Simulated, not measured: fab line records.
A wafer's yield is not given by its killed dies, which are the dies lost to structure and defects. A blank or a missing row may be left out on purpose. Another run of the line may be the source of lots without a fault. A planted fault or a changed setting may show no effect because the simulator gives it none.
Code-filled problem report in 8D (eight disciplines) form ; flow n5_finfet ; the parts of the form that need people (team, actions taken, sign-off) are left out

## 1. WHAT IS WRONG
Wafers without a fault read 300.02 C, standard deviation 0.19; susceptor_temp_C at N5_FIN_SAQP_SPACER2_ALD_28 reads a mean of 326.47 C on 2 wafers belonging to 2 lots. So: +99 or more standard deviations from the usual mean.
The step: deposits SiO2, target thk 8.1 nm, pulse time 1 s, purge time 2 s.
Earliest sighting: wafer L666.5 on ald_sin-04 at day 3 13:48. At this step, 27 wafers from 9 lots have a number in the record. The rule behind "out" and "out of limits": a value lying over 4 standard deviations away from the usual mean. The other wafers with a number count as sound.

## 2. WHAT IT IS; WHAT IT IS NOT
question;is;is not
which readings at this step;susceptor_temp_C;heater_power_w, precursor_pulse_height_rel
which lots;L666, L667;L661, L662, L668, L677, L681, L682, L683
which wafers of those lots;L666.5, L667.2;L666.3, L666.6, L667.3, L667.5
read on which tools;ald_sin-04;ald_sin-01, ald_sin-03
when;from day 3 13:48;"up to then (8 sound wafers); but 17 sound wafers of L667, L668, L677, L681, L682, L683 came after"

## 3. THE SUSPECTS, EACH WITH WHAT RULES IT OUT
Counting: if a tool at a process step up to the reading ran every lot that is out, it stays a suspect. Sound lots after the first of them don't rule it out here, since some wafers of a struck lot are sound.
- ald_sin-04 at N5_FIN_SAQP_SPACER2_ALD_28 (deposits SiO2, target thk 8.1 nm, pulse time 1 s, purge time 2 s): kept. Ran every lot that is out, first one L666 (day 3 13:48); last sound lot up to then L662 (day 2 14:55). Out on those wafers are its own readings of susceptor_temp_C.
- Within ald_sin-04 at N5_FIN_SAQP_SPACER2_ALD_28: the wafers that are out ran in chamber 0; their sound lot-mates ran in chambers 2, 3.
Left after counting: ald_sin-04 at N5_FIN_SAQP_SPACER2_ALD_28.

## 4. THE CAUSE (what the simulator had put in)
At N5_FIN_SAQP_SPACER2_ALD_28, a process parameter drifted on ald_sin-04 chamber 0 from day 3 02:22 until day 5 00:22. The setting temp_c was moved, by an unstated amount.
This tool alone remained once counting was done.

## 5. SEQUENCE OF EFFECTS, ordered by route
One row per reading whose mean, taken over the struck wafers that have a number, lies over 3 standard deviations from the usual. Scope: only readings with a usual standard deviation given in the record; hours: median across lots of the time from each lot's start at the first step in this table that gives one to its start at this step; sigmas: change in usual standard deviations.
hours;step;reading;usual;on struck wafers;change;sigmas
0;N5_FIN_SAQP_SPACER2_ALD_28;susceptor_temp_C;300.02 C;326.47;+26.45;+99 or more
Here are the process steps it includes:
- N5_FIN_SAQP_SPACER2_ALD_28: deposits SiO2, target thk 8.1 nm, pulse time 1 s, purge time 2 s.
Later measuring or inspecting steps at which every struck wafer that the step has a row for has a number for every such reading, and none has moved that far: N5_BEOL_M4_RC_MEAS_101.

## 6. WHAT WOULD HAVE CAUGHT IT SOONER
In this record no reading fell out of limits until day 3 13:48, 11 hours after the fault had begun at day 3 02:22.
